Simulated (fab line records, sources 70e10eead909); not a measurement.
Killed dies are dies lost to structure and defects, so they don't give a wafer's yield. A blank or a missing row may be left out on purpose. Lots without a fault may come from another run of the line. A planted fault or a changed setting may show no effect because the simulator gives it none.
Problem report in the 8D (eight disciplines) form, filled by code | flow nand_harc | the parts of the form that need people (team, actions taken, sign-off) are left out

1. THE PROBLEM
killed_at_other at NHARC_END_SORT_01 reads a mean of 633.5 on 2 wafers of 2 lots; wafers without a fault read 1.1 with a standard deviation of 1.4. That is +99 or more standard deviations from the usual mean.
First seen on wafer L506.3, day 28 21:21, on prober-01. The record holds 6 wafers of 2 lots with a number at this step. Rule for "out", or "out of limits": more than 4 standard deviations from the usual mean. The other wafers with a number count as sound.

2. WHAT IT IS AND WHAT IT IS NOT
question                    | is                                                 | is not
which readings at this step | killed_at_other, defect_limited_yield, killed_dies | killed_at_periphery, killed_open, killed_short
which lots                  | L506, L508                                         | -
which wafers of those lots  | L506.3, L508.3                                     | L506.2, L506.6, L508.5, L508.6
read on which gauges        | prober-01, prober-02                               | -
when                        | from day 28 21:21                                  | up to then (1 sound wafer); but 3 sound wafers of L506, L508 came after

3. SUSPECTS, AND WHAT RULES EACH OUT
Counting: a tool at a process step up to the reading stays a suspect if it ran every lot that is out. Sound lots after the first of them don't rule it out here, since some wafers of a struck lot are sound.
- the gauge at NHARC_END_SORT_01: ruled out. The wafers that are out were read on 2 gauges (prober-01, prober-02).
- pvd_sputter-01 at NHARC_A_BONDPAD_PVD_27 (deposits Cu, target thk 30 nm, time 20.49 s): kept. It ran every lot that is out, first L506 (day 28 00:33). NHARC_A_BONDPAD_PVD_27 gives no start for some lots, so the hours and the order of its lots are those of NHARC_HYBRID_BOND_INSPECT_06.
- pvd_sputter-03 at NHARC_THIN_TSV_PVD_19 (deposits TaN, target thk 20 nm): kept. It ran every lot that is out, first L506 (day 28 07:01). NHARC_THIN_TSV_PVD_19 gives no start for some lots, so the hours and the order of its lots are those of NHARC_THIN_TSV_ECD_20.
- ecd_cu-01 at NHARC_THIN_TSV_ECD_20 (material Cu, target thk 2000 nm): kept. It ran every lot that is out, first L506 (day 28 07:01).
Left after counting: pvd_sputter-01 at NHARC_A_BONDPAD_PVD_27, pvd_sputter-03 at NHARC_THIN_TSV_PVD_19, ecd_cu-01 at NHARC_THIN_TSV_ECD_20.

4. THE CAUSE (what the simulator had put in)
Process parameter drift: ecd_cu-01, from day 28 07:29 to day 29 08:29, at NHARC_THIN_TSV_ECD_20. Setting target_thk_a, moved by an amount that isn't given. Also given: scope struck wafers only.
Counting left 3 suspects, and this tool is among them.

5. THE CHAIN OF EFFECTS, in route order
Each row: a reading whose mean over the struck wafers that have a number lies more than 3 standard deviations from the usual. Only readings for which the record gives a usual standard deviation are gone through. hours: the time from each lot's start at the first step in this table that gives one to its start at this step, as a median over the lots. sigmas: the change in usual standard deviations.
hours | step              | reading              | usual  | on struck wafers | change | sigmas
0     | NHARC_END_SORT_01 | defect_limited_yield | 91.2 % | 0.0              | -91.2  | -36
0     | NHARC_END_SORT_01 | killed_at_other      | 1.1    | 633.5            | +632.4 | +99 or more
0     | NHARC_END_SORT_01 | killed_dies          | 59     | 677              | +618   | +36

6. WHAT WOULD HAVE CAUGHT IT SOONER
In this record the first reading out of limits at a measuring or inspecting step was taken at day 28 21:21, 14 hours after the fault began at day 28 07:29.
Of the lots that are out (2), L508 began NHARC_THIN_TSV_ECD_20 on ecd_cu-01 after day 28 21:21. A hold on the tool at that time would have spared it.
